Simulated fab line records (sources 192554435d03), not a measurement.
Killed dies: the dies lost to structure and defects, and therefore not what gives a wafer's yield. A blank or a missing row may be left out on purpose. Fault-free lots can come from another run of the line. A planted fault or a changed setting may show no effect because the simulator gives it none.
A struck lot beside a sound one    flow n5_finfet    40 out of 1938 route steps
Sound: the wafers L993.1, L993.4, L993.5. Struck: wafer L106.6. (L106.1, L106.2 of the same lot were not struck and are left out.) The cause comes at the end.
Per side, at each step with rows, come the tool, then ch with its chambers, and then its first start. Under that, the readings that differ: sound wafers    struck wafers    difference of the means    sigmas: that difference in standard deviations of wafers without a fault.
alike: same words and numbers on both sides, and readings whose means sit less than 2 such deviations apart. not compared: any withheld reading, any reading some wafer has no value for, any bound like >300 that may hide the same value, and any number with overlapping values for which the record gives no deviation.
The two part at a step that has a row with sigmas, a row that says differs or no value, or rows on one side only. When numbers do not overlap yet have no deviation, they are printed without sigmas and do not part them. Lack of a reading on every wafer of one side parts them only where that side has two or more wafers.

N5_MOL_CONTACT_COAG_CD_MEAS_99: target cd 17.2 nm.
  sound on cd_sem-03 at day 4 19:00; struck on cd_sem-03 at day 7 21:56
  alike: cd_nm
then, 4 steps without rows for these wafers: N5_MOL_CONTACT_COAG_IMPLANT_129; N5_MOL_CONTACT_COAG_PRECLEAN_111 (cleans in NF3:NH3, afs cycles 1, time 20 s, sublimation time 60 s); N5_MOL_CONTACT_COAG_TI_SIL_19 (material Ti, target thk 4.2 nm, time 15 s); N5_MOL_CONTACT_COAG_ALD_20 (deposits TiN, target thk 1.5 nm, pulse time 1 s, purge time 3 s).
N5_MOL_CONTACT_COAG_SIL_ANNEAL_21: time 60 s.
  sound on rtp_anneal-02 ch 0, day 4 20:46; struck on rtp_anneal-02 ch 0, day 7 22:55
  alike: lamp_power_pct, lamp_zone_7_pct, wafer_temp_C_max
then, 2 steps without rows for these wafers: N5_MOL_CONTACT_COAG_PRE_CLEAN_141 (time 60 s); N5_MOL_CONTACT_COAG_SPUTTER_143 (material Co, target thk 2.5 nm).
N5_MOL_CONTACT_COAG_CO_FILL_22: material Co, precursor CCTBA/H2, target thk 20 nm.
  sound on cvd_co-01 ch 0,1,2, day 4 21:50; struck on cvd_co-02 ch 2, day 7 23:29
  alike: heater_power_w
then, 1 step without rows for these wafers: N5_MOL_CONTACT_COAG_ANNEAL_113 (time 300 s).
N5_MOL_CONTACT_COAG_PRE_CLEAN_142: time 60 s.
  sound on pvd_sputter-03 at day 5 01:05; struck on pvd_sputter-02 at day 8 01:44
  alike: heater_power_w
N5_MOL_CONTACT_COAG_SPUTTER_130: material Co, target thk 47.5 nm.
  sound on pvd_sputter-03 at day 5 01:08; struck on pvd_sputter-02 at day 8 01:47
  alike: throttle_valve_pct
N5_MOL_CONTACT_COAG_PRECLEAN_125: cleans in DIW, time 57.5 s.
  sound on wet_bench-01 ch 0,5,7, day 5 01:16; struck on wet_bench-01 ch 1, day 8 01:55
  alike: bath_heat_duty_pct
then, 6 steps without rows for these wafers: N5_MOL_CONTACT_COAG_SRD_126 (dry time 32 s); N5_MOL_CONTACT_COAG_CMP_23 (polishes, stops on SiO2, t overpolish 1.5 s, target thk 0 nm); N5_MOL_CONTACT_COAG_WET_ETCH_26 (target Co, target depth 13 nm); N5_MOL_CONTACT_COAG_WET_ETCH_116 (etches the open film in SC1-inhibited, target depth 4.6 nm, rinse time 30 s); N5_MOL_CONTACT_COAG_ALD_27 (deposits SiOC, target thk 17 nm, pulse time 1.5 s, time 2720 s); N5_MOL_CONTACT_COAG_CMP_28 (polishes, stops on SiNx, t overpolish 0.85 s, target thk 14.522 nm).
N5_MOL_CONTACT_COAG_THK_MEAS_29:
  sound on film_metro-01 at day 5 04:03; struck on film_metro-02 at day 8 04:39
  alike: MD_CAP_THK
then, 11 steps without rows for these wafers: N5_MOL_CONTACT_COAG_ALD_123 (deposits SiNx, target thk 5 nm, pulse time 1 s, purge time 2 s); N5_MOL_CONTACT_COAG_PECVD_31 (deposits SiO2 from TEOS/O2, target thk 46 nm, time 8.9 s); N5_MOL_CONTACT_COAG_COAT_75 (time 60 s, resist thk 60 nm); N5_MOL_CONTACT_COAG_COAT_76 (time 60 s, resist thk 10 nm); N5_MOL_CONTACT_COAG_COAT_77 (time 60 s, resist thk 10 nm); N5_MOL_CONTACT_COAG_COAT_78 (resist thk 40 nm); N5_MOL_CONTACT_COAG_EBR_80; N5_MOL_CONTACT_COAG_SOFTBAKE_79 (time 60 s); N5_MOL_CONTACT_COAG_EXPOSE_81 (exposes mask VG, defocus 0 nm); N5_MOL_CONTACT_COAG_PEB_82 (peb time 60 s); N5_MOL_CONTACT_COAG_DEVELOP_83 (develop time 30 s).
N5_MOL_CONTACT_COAG_CD_MEAS_84: target cd 25.1 nm.
  sound on cd_sem-03 ch 0, day 5 04:56; struck on cd_sem-03 ch 0, day 8 05:32
  alike: cd_nm
N5_MOL_CONTACT_COAG_OVL_MEAS_85:
  sound on overlay-01 ch 0, day 5 04:58; struck on overlay-02 ch 0, day 8 05:34
reading      sound          struck  difference  sigmas
VG_OVL (nm)  -0.1 -0.4 0.2  1.4     +1.5        +2
N5_MOL_CONTACT_COAG_DESCUM_88: chemistry O2, time 7 s.
  sound on rie_diel-02 ch 0,1,2, day 5 05:24; struck on rie_diel-04 ch 2, day 8 05:39
reading       sound              struck  difference  sigmas
rf_vpp_V (V)  245.4 243.0 245.4  241.4   -3.2        -2
  alike: drypump_motor_current_A, oes_product_au, showerhead_plenum_p_Torr, throttle_valve_pct
  not compared: rf_hours_counter_h
then, 5 steps without rows for these wafers: N5_MOL_CONTACT_COAG_ETCH_89 (etches underlayer in N2/H2, target depth 13 nm, time 10.4 s); N5_MOL_CONTACT_COAG_ETCH_90 (etches SiARC in CF4, target depth 13 nm, time 21.7 s); N5_MOL_CONTACT_COAG_ALD_131 (deposits SiO2, target thk 5 nm, pulse time 1 s, co reactant pulse time 1 s); N5_MOL_CONTACT_COAG_ETCHBACK_132 (etches SiO2 in CHF3, target depth 10 nm, time 6.7 s); N5_MOL_CONTACT_COAG_ETCH_91 (etches SOC in N2/H2, target depth 60 nm, overetch 21 nm, time 101.2 s).
-- here the record skips 8 days between the struck wafers' starts before and after, leaving off in module MOL_CONTACT_COAG and picking up in module PASSIVATION (first step shown: number 1936 of the route) --
N5_PASSIVATION_PROBE_49:
  only the struck wafers here have rows in the record (prober-01, day 15 19:37); the sound ones have none

## WHERE THEY PART
Earliest at N5_MOL_CONTACT_COAG_OVL_MEAS_85; latest, in this record, at N5_PASSIVATION_PROBE_49.

WHY: the cause the simulator had injected
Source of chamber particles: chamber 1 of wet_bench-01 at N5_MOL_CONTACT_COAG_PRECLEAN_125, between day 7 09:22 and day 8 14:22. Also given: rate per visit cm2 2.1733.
